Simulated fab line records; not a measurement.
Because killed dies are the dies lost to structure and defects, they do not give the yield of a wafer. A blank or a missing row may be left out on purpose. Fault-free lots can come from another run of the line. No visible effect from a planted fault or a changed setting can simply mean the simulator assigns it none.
A struck lot beside a sound one / flow n5 finfet / 36 out of 1938 route steps
Sound: these wafers, L676.2, L676.4, L676.6. Struck: wafers L671.1, L671.2, L671.6. At the end, the cause is stated.
At each step with rows: each side's tool, then ch and its chambers, then its first start. Under that, the readings that differ: sound wafers / struck wafers / difference of the means / sigmas: that difference in standard deviations of wafers without a fault.
alike: same words and numbers on both sides, and readings whose means sit less than 2 such deviations apart. not compared: any withheld reading, any reading some wafer has no value for, any bound like >300 that may hide the same value, and any number with overlapping values for which the record gives no deviation.
The two part at a step that has a row with sigmas, a row that says differs or no value, or rows on one side only. When numbers do not overlap yet have no deviation, they are printed without sigmas and do not part them. Lack of a reading on every wafer of one side parts them only where that side has two or more wafers.

first, 9 steps without rows for these wafers: N5_BEOL_M4_ANNEAL_95 (time 240 s); N5_BEOL_M4_SPUTTER_96 (material Cu, target thk 4.5 nm, time 8.29 s); N5_BEOL_M4_ECD_50 (material Cu, target thk 300 nm); N5_BEOL_M4_ANNEAL_51 (time 90 s); N5_BEOL_M4_CMP_52 (polishes, stops on SiOC, t overpolish 6.8 s, target thk 40 nm); N5_BEOL_M4_PRE_CLEAN_60 (time 15 s); N5_BEOL_M4_CO_CAP_55 (material Co, precursor CCTBA/H2, target thk 2 nm, time 102.1 s); N5_BEOL_M4_PRE_CLEAN_56 (time 15 s); N5_BEOL_M4_DEP_57 (deposits SiCN from 3MS/NH3, target thk 8 nm, time 14 s).
N5_BEOL_M4_RC_MEAS_101:
  sound on prober-02 ch 0, day 11 14:23; struck on prober-01 ch 0, day 10 06:37
  alike: DIBL_N, DIBL_P, IOFF_N, IOFF_P, ION_N, ION_P, SS_N, SS_P, VT_N, VT_P
then, 24 steps without rows for these wafers: N5_BEOL_M5_ILD_DEP_00 (deposits SiCOH lowk from DEMS/porogen, target thk 140.64 nm, time 25.9 s); N5_BEOL_M5_CURE_79 (cures SiCOH lowk, time 240 s); N5_BEOL_M5_PECVD_70 (deposits SiO2 from TEOS/O2, target thk 16 nm, time 18 s); N5_BEOL_M5_HM_DEP_02 (deposits TiN, target thk 20 nm); N5_BEOL_M5_COAT_59 (time 60 s, resist thk 60 nm); N5_BEOL_M5_COAT_60 (time 60 s, resist thk 12 nm); N5_BEOL_M5_COAT_71 (time 60 s, resist thk 5 nm); N5_BEOL_M5_COAT_05 (resist thk 30 nm); N5_BEOL_M5_EBR_07; N5_BEOL_M5_SOFTBAKE_06 (time 60 s); N5_BEOL_M5_EXPOSE_08 (exposes mask M5, target cd 28 nm); N5_BEOL_M5_PEB_09 (peb time 60 s); N5_BEOL_M5_DEVELOP_10 (develop time 30 s); N5_BEOL_M5_DESCUM_16 (chemistry O2, time 7 s); N5_BEOL_M5_ETCH_72 (etches underlayer in N2/H2, target depth 6.5 nm, time 5.2 s); N5_BEOL_M5_ETCH_61 (etches SiARC in CF4, target depth 15.6 nm, time 26 s); N5_BEOL_M5_ETCH_62 (etches SOC in N2/H2, target depth 75 nm, overetch 15 nm, time 112.5 s); N5_BEOL_M5_STRIP_63 (strips in N2/H2); N5_BEOL_M5_STRIP_73 (strips in N2/H2); N5_BEOL_M5_STRIP_64 (strips in CF4); N5_BEOL_M5_HM_OPEN_17 (chemistry Cl2/BCl3, target TiN, target depth 20 nm, overetch 6 nm); N5_BEOL_M5_STRIP_19 (strips in O2); N5_BEOL_M5_COAT_65 (time 60 s, resist thk 60 nm); N5_BEOL_M5_COAT_66 (time 60 s, resist thk 12 nm).
N5_BEOL_M7_DEP_56: deposits SiCN from 3MS/NH3, target thk 10 nm, time 17.5 s.
  sound on pecvd-01 ch 0,2, day 13 00:49; struck on pecvd-01 ch 1,2, day 11 12:02
  no value came back on the struck wafers for chamber pressure Torr (Torr), rf fwd power W (W), showerhead plenum p Torr (Torr), throttle valve pct (%); on the sound wafers chamber pressure Torr (Torr) reads 3.033 3.005 3.006
-- the record jumps here: 3 days lie between the struck wafers' starts before and after (it left off in module BEOL_M7 and takes up again in module PASSIVATION, whose first step shown is number 1936 of the route) --
N5_PASSIVATION_PROBE_49:
  only the struck wafers here have rows in the record (prober-01, day 14 05:45); the sound ones have none

## WHERE THEY PART
Earliest at N5_BEOL_M7_DEP_56; latest, in this record, at N5_PASSIVATION_PROBE_49.

WHY: the cause the simulator had injected
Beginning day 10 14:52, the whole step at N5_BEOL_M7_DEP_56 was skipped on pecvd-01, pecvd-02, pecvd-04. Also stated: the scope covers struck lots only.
